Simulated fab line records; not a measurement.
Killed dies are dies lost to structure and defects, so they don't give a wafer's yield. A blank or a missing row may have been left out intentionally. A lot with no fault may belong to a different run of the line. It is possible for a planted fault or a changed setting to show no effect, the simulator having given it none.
fab line records	flow n5_finfet
record lots=8	wafers=24	last_day=19
route steps=1938 shown ZERO_LAYER@16 WELL_APT@44 PMOS_HMC_CHANNEL_EPI@69 BEOL_M4@1111 PASSIVATION@1936
lots with no fault: from the same line, run without faults
start_h: start of the lot's first displayed wafer, in hours after the record's first day	wait_h: hours elapsed since this lot's preceding step	" repeats the value in the row above	L1.1+2: several wafers, shown together as one row	- no value present, or no start provided	* or withheld: withheld	< > ~ a bound
route shown NAME@n: a module of which the file shows steps, and the number in the route of the first	usual: mean/standard deviation of fault-free wafers	same: alike in all rows	chamber/n: place in a boat	sites: per-site readings	_std_site: standard deviation of those values	_edge_site: outer sites' mean less inner sites'	radius_mm: how far each site lies from the wafer's centre	mask NAME#n: copy n	behind: the last tool/chamber to shape the wafer	hold: why the lot went on hold/how many hours it stayed there/how the hold came to an end	device: whichever transistor did not switch (one of n, p or np)	end of line: tests of these same wafers at the route's end	a step with no rows: only its recipe	killed: at the first sort, the dies lost to defects and structure; wafer yield is something else	map: per-die view of a wafer (x killed, . not killed, _ where there is no die)
set.NAME: the setting as run; set.NAME@STEP: as run at that earlier step	model.NAME: the simulator's own value behind a step, which no gauge read
a sample of lots followed through the steps of the route, with each step as a table and each wafer as a row
services: from which hour (start_h, from the record's first day; less than 0 if before it) a tool's chamber was out of use, for how many hours, and why
## steps
# step N5_ZERO_LAYER_ETCH_18
# recipe chemistry=HBr/Cl2	target=Si	target_depth_a=1200	time_s=40	pressure_mtorr=10	icp_w=800	bias_w=75	HBr_flow_sccm=150	Cl2_flow_sccm=80
# usual HBr_flow_sccm=150.0/0.42	bias_w=75.04/0.22	drypump_motor_current_A=5.6/0.49	mfc_cl2_sccm=79.96/0.26	oes_product_au=0.997/0.012	throttle_valve_pct=36.34/0.27
lot.wafer	tool	chamber	start_h	wait_h	HBr_flow_sccm	bias_w	drypump_motor_current_A	mfc_cl2_sccm	oes_product_au	rf_hours_counter_h	throttle_valve_pct
L447.2	rie_si-06	2	12.88	0.0	150.2	75.34	6.1	80.04	0.983	103	36.09
L447.3	"	0	"	"	150.0	75.55	4.9	79.42	1.005	203	36.76
L447.4	"	1	"	"	150.0	75.06	5.0	80.13	0.982	123	35.87
L457.2	rie_si-02	3	72.91	0.0	150.6	75.09	6.0	79.69	0.986	74	36.24
L457.3	"	0	"	"	150.2	74.77	5.7	80.07	1.002	98	36.55
L457.4	"	1	"	"	149.7	75.04	6.0	79.97	1.010	142	36.24
L462.3	rie_si-06	1	103.03	0.0	-	-	-	-	-	-	-
L462.4	"	2	"	"	-	-	-	-	-	-	-
L462.5	"	0	"	"	-	-	-	-	-	-	-
L463.2	rie_si-02	0	108.94	0.0	-	-	-	-	-	-	-
L463.3	"	3	"	"	-	-	-	-	-	-	-
L463.4	"	1	"	"	-	-	-	-	-	-	-
L467.1	rie_si-06	2	132.93	0.0	150.0	74.90	6.1	79.85	0.997	106	36.08
L467.2	"	1	"	"	150.2	74.77	5.0	79.90	0.994	125	35.87
L467.3	"	3	"	"	150.1	75.26	6.2	79.84	0.991	47	36.32
L468.2	rie_si-02	2	138.81	0.0	150.3	74.85	5.5	79.82	0.987	1	36.72
L468.3	"	3	"	"	148.9	74.71	6.0	79.87	0.993	76	36.24
L468.6	"	3	"	"	150.3	75.03	6.0	79.96	0.983	-	36.25
L469.4	rie_si-01	2	144.92	0.0	150.5	74.95	5.3	79.73	0.982	106	36.17
L469.5	"	2	"	"	150.2	75.09	5.3	79.91	0.990	-	36.18
L469.6	"	1	"	"	149.9	75.23	5.7	79.83	0.991	-	36.17
L470.1	rie_si-06	0	150.91	0.0	149.9	75.12	4.9	80.02	0.998	1	36.83
L470.3	"	3	"	"	149.8	75.25	6.1	80.34	0.990	47	36.32
L470.6	"	3	"	"	149.9	74.93	6.2	79.87	0.991	-	36.31
# step N5_ZERO_LAYER_STRIP_24
# recipe chemistry=O2	power_w=1000	temp_c=250	overash_fraction=0.3	pressure_mtorr=1000	o2_flow_sccm=6750
# usual drypump_motor_current_A=6.0/0.53	heater_power_w=329/33	oes_product_au=0.647/0.0044	strip_time_to_endpoint_s=43.86/0.069
lot.wafer	tool	chamber	start_h	wait_h	drypump_motor_current_A	heater_power_w	oes_product_au	rf_hours_counter_h	strip_time_to_endpoint_s
L447.2	plasma_asher-02	0	12.99	0.1	6.7	304	0.646	23	43.73
L447.3	"	1	"	"	5.4	300	0.649	-	43.88
L447.4	"	0	"	"	6.7	295	0.648	-	43.90
L457.2	plasma_asher-01	1	73.02	0.1	5.6	376	0.652	85	43.88
L457.3	"	1	"	"	5.5	376	0.641	-	43.91
L457.4	"	0	"	"	6.5	310	0.649	-	43.93
L462.3	plasma_asher-01	0	103.16	0.1	6.5	325	0.648	-	44.99
L462.4	"	1	"	"	5.6	378	0.648	-	45.03
L462.5	"	0	"	"	6.5	317	0.651	-	44.96
L463.2	plasma_asher-02	0	109.04	0.1	6.6	298	0.646	41	45.00
L463.3	"	1	"	"	5.4	298	0.656	-	45.03
L463.4	"	0	"	"	6.6	297	0.657	-	45.06
L467.1	plasma_asher-01	1	133.03	0.1	5.5	377	0.644	97	43.97
L467.2	"	0	"	"	6.5	315	0.649	97	43.91
L467.3	"	1	"	"	5.6	378	0.646	-	44.03
L468.2	plasma_asher-02	0	138.92	0.1	6.6	303	0.643	50	43.85
L468.3	"	1	"	"	5.4	298	0.650	-	43.93
L468.6	"	0	"	"	6.6	297	0.637	-	43.90
L469.4	plasma_asher-01	0	145.04	0.1	6.5	313	0.647	-	43.69
L469.5	"	1	"	"	5.6	369	0.651	-	43.69
L469.6	"	0	"	"	6.4	305	0.658	-	43.75
L470.1	plasma_asher-01	0	151.02	0.1	6.5	315	0.648	99	43.85
L470.3	"	0	"	"	6.5	320	0.645	-	43.90
L470.6	"	1	"	"	5.6	369	0.644	-	43.94
# step N5_WELL_APT_OVL_MEAS_26
# recipe points_per_wafer=44
# usual PWELL_OVL=-3/4.7
lot.wafer	tool	chamber	start_h	wait_h	PWELL_OVL[nm]
L447.2	overlay-02	0	15.06	0.0	-1
L447.3	"	0	"	"	-4
L447.4	"	0	"	"	-1
L457.2	overlay-02	0	75.10	0.0	-2
L457.3	"	0	"	"	-5
L457.4	"	0	"	"	-9
L467.1	overlay-02	0	135.00	0.0	-8
L467.2	"	0	"	"	-2
L467.3	"	0	"	"	-5
L468.2	overlay-02	0	140.97	0.0	-6
L468.3	"	0	"	"	-2
L468.6	"	0	"	"	-6
L469.4	overlay-02	0	147.07	0.0	-2
L469.5	"	0	"	"	-6
L469.6	"	0	"	"	-4
L470.1	overlay-01	0	153.44	0.0	1
L470.3	"	0	"	"	1
L470.6	"	0	"	"	1
# step N5_PMOS_HMC_CHANNEL_EPI_ETCH_32
# recipe chemistry=N2/H2	target=BARC	stop_on=SiO2	target_depth_a=858	over_etch_frac=0.3	time_s=50.3	ion_energy_ev=200	mask_material=CAR-ArF-block	pressure_mtorr=30	source_w=840	bias_w=150	n2_flow_sccm=200	h2_flow_sccm=200
# usual bias_w=150.0/0.45	chamber_pressure_mTorr=29.997/0.028	drypump_motor_current_A=5.5/0.37	oes_product_au=0.66/0.054	rf_vpp_V=524.0/1.8	showerhead_plenum_p_Torr=2.54/0.057	throttle_valve_pct=17.88/0.24
# same over_etch_frac=0.3
lot.wafer	tool	chamber	start_h	wait_h	bias_w	chamber_pressure_mTorr	drypump_motor_current_A	oes_product_au	rf_hours_counter_h	rf_vpp_V	showerhead_plenum_p_Torr	throttle_valve_pct
L447.2	rie_diel-06	0	17.63	0.0	149.8	30.028	5.4	0.66	152	526.1	2.54	18.03
L447.3	"	2	"	"	149.3	29.978	5.9	0.71	49	524.1	2.59	17.82
L447.4	"	1	"	"	149.4	29.955	5.7	0.60	214	523.0	2.41	18.02
L457.2	rie_diel-03	2	77.99	0.0	149.5	29.994	5.8	0.64	153	525.7	2.63	17.55
L457.3	"	3	"	"	149.5	29.985	5.4	0.67	115	525.3	2.56	18.11
L457.4	"	0	"	"	150.3	30.016	6.3	0.60	239	522.1	2.51	17.92
L467.1	rie_diel-06	1	137.36	0.0	149.5	30.017	5.7	0.58	247	518.9	2.39	18.08
L467.2	"	3	"	"	149.7	30.019	5.1	0.60	233	522.5	2.50	18.11
L467.3	"	0	"	"	149.5	29.989	5.4	0.63	186	523.8	2.53	18.08
L468.2	rie_diel-05	0	143.83	0.0	150.5	30.023	4.9	0.60	207	523.4	2.52	18.10
L468.3	"	3	"	"	150.4	30.057	5.4	0.67	116	524.7	2.55	17.56
L468.6	"	3	"	"	149.6	30.045	5.4	0.67	-	524.0	2.55	17.59
L469.4	rie_diel-03	3	149.68	0.0	150.6	29.980	5.4	0.65	141	523.5	2.55	18.15
L469.5	"	0	"	"	150.1	29.994	6.2	0.81	-	522.5	2.50	17.53
L469.6	"	1	"	"	149.6	30.024	5.1	0.70	-	523.7	2.57	17.66
L470.1	rie_diel-06	3	155.95	0.0	149.4	30.002	5.1	0.60	240	523.6	2.49	18.11
L470.3	"	2	"	"	150.1	30.035	5.8	0.67	94	524.6	2.57	17.90
L470.6	"	3	"	"	150.4	29.994	5.1	0.60	-	522.2	2.49	18.11
# step N5_PMOS_HMC_CHANNEL_EPI_STRIP_33
# recipe chemistry=N2/H2	power_w=500	temp_c=40	pressure_mtorr=50	rf_frequency_hz=6e+07	overash_fraction=0.3	bias_power_w=8	h2_frac=0.5	n2_flow_sccm=300	h2_flow_sccm=300
# usual drypump_motor_current_A=5.5/0.37	oes_product_au=0.77/0.065	rf_vpp_V=54.0/1.4	showerhead_plenum_p_Torr=3.36/0.073	throttle_valve_pct=18.88/0.27
lot.wafer	tool	chamber	start_h	wait_h	drypump_motor_current_A	oes_product_au	rf_hours_counter_h	rf_vpp_V	showerhead_plenum_p_Torr	throttle_valve_pct
L447.2	rie_diel-06	0	17.73	0.0	5.4	0.77	152	54.1	3.36	19.09
L447.3	"	2	"	"	5.9	0.88	49	56.5	3.42	18.80
L447.4	"	1	"	"	5.8	0.72	214	52.8	3.19	19.15
L457.2	rie_diel-03	2	78.08	0.0	5.8	0.73	153	55.5	3.47	18.52
L457.3	"	3	"	"	5.4	0.79	116	53.1	3.38	19.17
L457.4	"	0	"	"	6.2	0.68	240	54.0	3.31	18.90
L467.1	rie_diel-06	1	137.46	0.0	5.7	0.68	247	57.3	3.17	19.26
L467.2	"	3	"	"	5.2	0.70	233	54.2	3.30	19.00
L467.3	"	0	"	"	5.4	0.75	186	53.3	3.34	19.19
L468.2	rie_diel-05	0	143.93	0.0	4.9	0.70	207	55.1	3.33	19.08
L468.3	"	3	"	"	5.4	0.76	116	52.5	3.37	18.48
L468.6	"	3	"	"	5.4	0.79	-	55.6	3.37	18.50
L469.4	rie_diel-03	3	149.78	0.0	5.4	0.75	141	54.1	3.37	19.22
L469.5	"	0	"	"	6.3	0.94	-	55.0	3.31	18.55
L469.6	"	1	"	"	5.1	0.83	-	56.4	3.40	18.74
L470.1	rie_diel-06	3	156.05	0.0	5.1	0.68	240	53.4	3.30	19.03
L470.3	"	2	"	"	5.8	0.79	94	55.5	3.39	18.87
L470.6	"	3	"	"	5.2	0.69	-	54.5	3.30	19.04
# step N5_BEOL_M4_RC_MEAS_101
# usual DIBL_N=36.2/1.2	DIBL_P=36.3/1.3	IOFF_N=0.155/0.019	IOFF_P=0.210/0.029	ION_N=677/8.6	ION_P=465/6.8	SS_N=71.4/0.48	SS_P=73.2/0.53	VT_N=249.9/2.4	VT_P=-250/3.2
lot.wafer	tool	chamber	start_h	wait_h	DIBL_N[mV/V]	DIBL_P[mV/V]	IOFF_N[nA/um]	IOFF_P[nA/um]	ION_N[uA/um]	ION_P[uA/um]	SS_N[mV/dec]	SS_P[mV/dec]	VT_N[mV]	VT_P[mV]
L447.2	prober-02	0	158.43	0.2	36.5	36.8	0.157	0.199	672	464	71.7	72.9	250.5	-252
L447.3	"	0	"	"	36.3	36.4	0.153	0.198	673	459	71.1	73.6	251.6	-250
L447.4	"	0	"	"	37.5	37.9	0.178	0.220	685	469	71.9	72.6	249.3	-250
L457.2	prober-01	0	245.08	0.2	34.4	33.4	0.117	0.192	669	470	70.6	72.5	253.2	-245
L457.3	"	0	"	"	36.1	36.1	0.154	0.227	680	474	71.4	73.4	250.9	-247
L457.4	"	0	"	"	37.6	37.4	0.181	0.253	684	470	71.6	74.0	246.6	-247
L467.1	prober-02	0	303.74	0.0	34.4	35.3	0.122	0.160	668	457	70.6	72.8	253.7	-255
L467.2	"	0	"	"	35.5	36.5	0.139	0.180	681	462	71.3	73.1	249.6	-254
L467.3	"	0	"	"	35.8	36.0	0.135	0.172	664	452	71.3	72.6	249.5	-251
L468.2	prober-02	0	308.16	0.2	37.6	36.5	0.155	0.207	665	457	71.7	72.6	250.2	-250
L468.3	"	0	"	"	37.3	37.1	0.156	0.218	680	465	71.6	72.3	250.3	-249
L468.6	"	0	"	"	37.2	36.3	0.147	0.203	671	467	71.3	73.1	250.7	-249
L470.1	prober-02	0	322.78	0.0	35.4	33.4	0.128	0.159	657	451	70.9	72.4	252.2	-254
L470.3	"	0	"	"	36.9	35.5	0.159	0.188	673	459	71.7	72.8	250.4	-251
L470.6	"	0	"	"	37.4	36.0	0.164	0.199	674	458	71.9	73.6	249.7	-252
L469.4	prober-02	0	329.51	0.5	36.7	36.1	0.170	0.206	676	466	71.5	73.0	247.0	-251
L469.5	"	0	"	"	36.6	35.9	0.166	0.199	676	461	70.6	73.5	250.3	-252
L469.6	"	0	"	"	37.7	38.0	0.184	0.240	690	471	72.1	73.9	245.6	-249
# step N5_PASSIVATION_PROBE_49
# usual defect_limited_yield=91.2/1.4	killed_at_M0_to_M3=34/10	killed_at_M4_up=13/5.1	killed_at_contacts=12/6.5	killed_at_front_end=41/11	killed_at_other=4/3.3	killed_dies=104/16	killed_on_rim=14/3.9	killed_open=69/13	killed_short=33/7	sort_bin_5_function=5.1/0.91	sort_bin_6_memory=3.3/0.69	sort_n_pass=1076/16	sort_yield_pct=91.2/1.4
# same gross_dies=1180	killed_at_back_side=0	sort_bin_4_leakage[%]=0	sort_bin_8_speed[%]=0
lot.wafer	tool	chamber	start_h	wait_h	defect_limited_yield[%]	killed_at_M0_to_M3	killed_at_M4_up	killed_at_contacts	killed_at_front_end	killed_at_other	killed_dies	killed_on_rim	killed_open	killed_short	sort_bin_5_function[%]	sort_bin_6_memory[%]	sort_n_pass	sort_yield_pct[%]
L462.3	prober-02	-	371.42	0.1	0	45	12	7	1109	7	1180	152	87	34	95.2	4.3	0	0
L462.4	prober-02	-	371.47	0.2	0	15	12	13	1138	2	1180	152	46	20	97.5	2.0	0	0
L462.5	prober-02	-	371.52	0.2	0	25	18	10	1116	11	1180	152	68	35	96.2	3.6	0	0
L463.2	prober-02	-	376.58	0.1	0	22	4	19	1132	3	1180	152	51	18	97.8	2.1	0	0
L463.3	prober-02	-	376.63	0.1	0	29	6	23	1116	6	1180	152	57	33	97.1	2.6	0	0
L463.4	prober-02	-	376.68	0.2	0	28	11	16	1119	6	1180	152	67	32	96.1	3.6	0	0
L468.2	prober-01	-	410.40	0.1	89.5	56	15	14	37	2	124	14	79	45	5.5	4.3	1056	89.5
L468.3	prober-01	-	410.45	0.1	90.9	45	6	8	47	1	107	12	83	24	5.3	3.5	1073	90.9
L468.6	prober-01	-	410.60	0.3	90.5	39	12	11	48	2	112	9	75	37	5.4	3.9	1068	90.5
# killed by level:class
L462.3 ZERO_LAYER:area_etch=1059 STI_FIN_REVEAL:geometric_particle:open=17 FIN_SAQP:geometric_particle:open=9 BEOL_M1:geometric_particle:open=9 FIN_SAQP:geometric_particle:short=8 BEOL_M2:geometric_particle:open=8 BEOL_M0_SAQP:geometric_particle:open=8 BEOL_M3:geometric_particle:open=8
L462.4 ZERO_LAYER:area_etch=1114 MOL_CONTACT_COAG:geometric_particle:open=13 STI_FIN_REVEAL:geometric_particle:open=9 BEOL_M3:geometric_particle:open=9 BEOL_M4:geometric_particle:open=6 GATE_CUT:geometric_particle:short=3 BEOL_M3:geometric_particle:short=3 STARTING-WAFER:geometric_particle:short=3
L462.5 ZERO_LAYER:area_etch=1077 STI_FIN_REVEAL:geometric_particle:open=18 BEOL_M3:geometric_particle:open=11 BEOL_M4:geometric_particle:open=8 MOL_CONTACT_COAG:geometric_particle:open=7 PASS1_CAP:geometric_particle:short=7 STARTING-WAFER:geometric_particle:open=6 GATE_CUT:geometric_particle:short=4
L463.2 ZERO_LAYER:area_etch=1111 MOL_CONTACT_COAG:geometric_particle:open=19 BEOL_M3:geometric_particle:open=13 GATE_CUT:geometric_particle:short=8 STI_FIN_REVEAL:geometric_particle:open=5 FIN_SAQP:geometric_particle:open=2 ILD0:geometric_particle:short=2 GATE_CUT:geometric_particle:open=2
L463.3 ZERO_LAYER:area_etch=1090 MOL_CONTACT_COAG:geometric_particle:open=20 BEOL_M3:geometric_particle:open=9 GATE_CUT:geometric_particle:short=8 BEOL_M0_SAQP:geometric_particle:open=5 STI_FIN_REVEAL:geometric_particle:open=4 DUMMY_GATE:geometric_particle:open=4 STARTING-WAFER:geometric_particle:short=4
L463.4 ZERO_LAYER:area_etch=1081 MOL_CONTACT_COAG:geometric_particle:open=14 FIN_SAQP:geometric_particle:short=10 BEOL_M3:geometric_particle:open=10 STI_FIN_REVEAL:geometric_particle:open=9 FIN_SAQP:geometric_particle:open=7 BEOL_M1:geometric_particle:open=6 BEOL_M0_SAQP:geometric_particle:short=5
L468.2 BEOL_M0_SAQP:geometric_particle:open=15 FIN_SAQP:geometric_particle:short=14 MOL_CONTACT_COAG:geometric_particle:open=14 BEOL_M3:geometric_particle:open=13 BEOL_M0_SAQP:geometric_particle:short=12 FIN_SAQP:geometric_particle:open=10 BEOL_M4:geometric_particle:open=7 BEOL_M2:geometric_particle:open=6
L468.3 STI_FIN_REVEAL:geometric_particle:open=23 BEOL_M3:geometric_particle:open=16 BEOL_M0_SAQP:geometric_particle:open=12 MOL_CONTACT_COAG:geometric_particle:open=8 BEOL_M0_SAQP:geometric_particle:short=8 DUMMY_GATE:geometric_particle:open=6 STARTING-WAFER:geometric_particle:open=4 FIN_SAQP:geometric_particle:short=3
L468.6 STI_FIN_REVEAL:geometric_particle:open=17 FIN_SAQP:geometric_particle:short=11 MOL_CONTACT_COAG:geometric_particle:open=10 BEOL_M0_SAQP:geometric_particle:open=8 BEOL_M3:geometric_particle:open=7 BEOL_M0_SAQP:geometric_particle:short=6 BEOL_M2:geometric_particle:open=6 FIN_SAQP:geometric_particle:open=4
## services
tool	chamber	start_h	hours	kind
rie_diel-03	-	-4.97	0.5	repair
plasma_asher-01	-	-4.21	0.5	repair
rie_diel-05	0	-0.38	10.9	repair
plasma_asher-01	-	0.31	14.6	pm
rie_si-06	1	0.71	8.5	repair
rie_diel-05	-	2.92	2.8	pm
rie_si-02	3	27.73	6.7	repair
rie_si-02	3	38.60	2.0	repair
rie_diel-06	1	45.23	9.4	repair
rie_si-06	0	51.06	-	clean
rie_si-06	0	51.06	19.7	scheduled_down
rie_si-06	0	51.06	19.7	vent_cycle
rie_diel-05	-	53.95	0.3	repair
rie_si-06	1	90.62	10.5	repair
rie_si-06	-	90.73	0.3	repair
rie_si-06	3	95.15	22.9	repair
rie_si-06	0	105.77	2.3	repair
plasma_asher-01	-	108.19	1.7	repair
rie_diel-03	0	109.73	-	clean
rie_diel-03	0	109.73	-	consumable_replace:focus_ring
rie_diel-03	0	109.73	26.8	scheduled_down
rie_si-06	0	129.46	5.0	repair
rie_diel-06	1	144.27	14.9	repair
rie_diel-03	3	152.15	13.5	repair
## key
first_sign step=N5_ZERO_LAYER_ETCH_18	reading=tool_record	direction=missing
effect step=N5_ZERO_LAYER_STRIP_24	reading=strip_time_to_endpoint_s	direction=up	sigmas=17	usual=*	struck=*
effect step=N5_PASSIVATION_PROBE_49	reading=sort_bin_5_function	direction=up	sigmas=99+	usual=5.1	struck=96.7
more_kills_born_at N5_ZERO_LAYER_ETCH_18@rie_si-02=3282	N5_ZERO_LAYER_ETCH_18@rie_si-06=3250
met_at N5_ZERO_LAYER_ETCH_18
struck_lots L462,L463
later_rows_left_out L462.3,L462.4,L462.5,L463.2,L463.3,L463.4
not_acting_at N5_WELL_APT_OVL_MEAS_26,N5_PMOS_HMC_CHANNEL_EPI_ETCH_32,N5_PMOS_HMC_CHANNEL_EPI_STRIP_33
onset_between 72.91 103.03
fault kind=skipped_step_whole	tool=rie_si-02,rie_si-06	chamber=-	onset_h=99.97	steps=N5_ZERO_LAYER_ETCH_18	scope=struck_lots_only
# later_rows_left_out: the simulator's readings of these wafers behind a module that went badly wrong aren't trusted and aren't shown, but for the sort
